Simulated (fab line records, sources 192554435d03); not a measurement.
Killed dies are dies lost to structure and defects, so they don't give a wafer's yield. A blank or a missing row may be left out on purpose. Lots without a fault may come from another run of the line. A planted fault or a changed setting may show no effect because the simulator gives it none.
One fault seen from 2 desks | flow n5_finfet | each desk has only its own numbers; what lay behind them comes last

THE TOOL OWNER'S DESK: litho_track-05
The tool's own readings at N5_BEOL_M12_COAT_58 (time 60 s, resist thk 89 nm): means of the sampled wafers that have a number, for each lot that ran on this tool. A lot is out of limits, marked OUT, if its mean lies more than 4 standard deviations from the usual mean; the brackets give that distance.
Columns: A = heater_power_total_W at N5_BEOL_M12_COAT_58, usual 391.7 W; B = spin_speed_rpm at N5_BEOL_M12_COAT_58, usual 1500.1 rpm
lot  | first seen here | A     | B
L945 | day 11 23:26    | 390.9 | 1498.9
L948 | day 12 16:35    | 391.6 | 1500.0
L951 | day 12 21:22    | 392.4 | 1499.5
L944 | day 12 21:59    | 391.5 | 1500.4
L952 | day 12 23:19    | 392.7 | 1719.5 (+99 or more) OUT
L953 | day 13 14:52    | 391.4 | 1720.2 (+99 or more) OUT
L964 | day 17 03:07    | 392.1 | 1499.8
This desk's finding: out of limits on L952, L953; first on L952, day 12 23:19 (spin_speed_rpm at N5_BEOL_M12_COAT_58). In limits: L945, L948, L951, L944, L964.

THE METROLOGY DESK
What the gauges read, lot by lot, whatever tool the lot ran on: means of the sampled wafers that have a number. A lot is out of limits, marked OUT, if its mean lies more than 4 standard deviations from the usual mean; the brackets give that distance.
Columns: A = M12_ILD_THK at N5_BEOL_M12_THK_MEAS_01, usual 662 nm
lot  | first seen here | A
L946 | day 11 15:11    | 660
L945 | day 11 23:24    | 666
L948 | day 12 16:33    | 667
L951 | day 12 21:20    | 666
L944 | day 12 21:57    | 655
L952 | day 12 23:17    | 662
L953 | day 13 14:50    | 654
L959 | day 15 12:26    | 661
L960 | day 15 23:24    | 664
L964 | day 17 03:05    | 661
L967 | day 17 10:28    | 659
This desk's finding: nothing out of limits on any of the 11 lots.

PUT TOGETHER
The tool owner's desk could have raised an alarm at day 12 23:19, on L952, L953.
The metrology desk saw nothing out of limits.
The metrology desk has L952, L953 on record, within its limits.
Of the lots named, all ran N5_BEOL_M12_COAT_58 on litho_track-05.

WHAT THE SIMULATOR HAD PUT IN
Process parameter drift: litho_track-05, from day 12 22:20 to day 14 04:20, at N5_BEOL_M12_COAT_58. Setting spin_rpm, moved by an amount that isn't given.
Lots struck among those shown: L952, L953.
Hours from the fault's start to each desk's first reading out of limits: the tool owner's desk, 1.
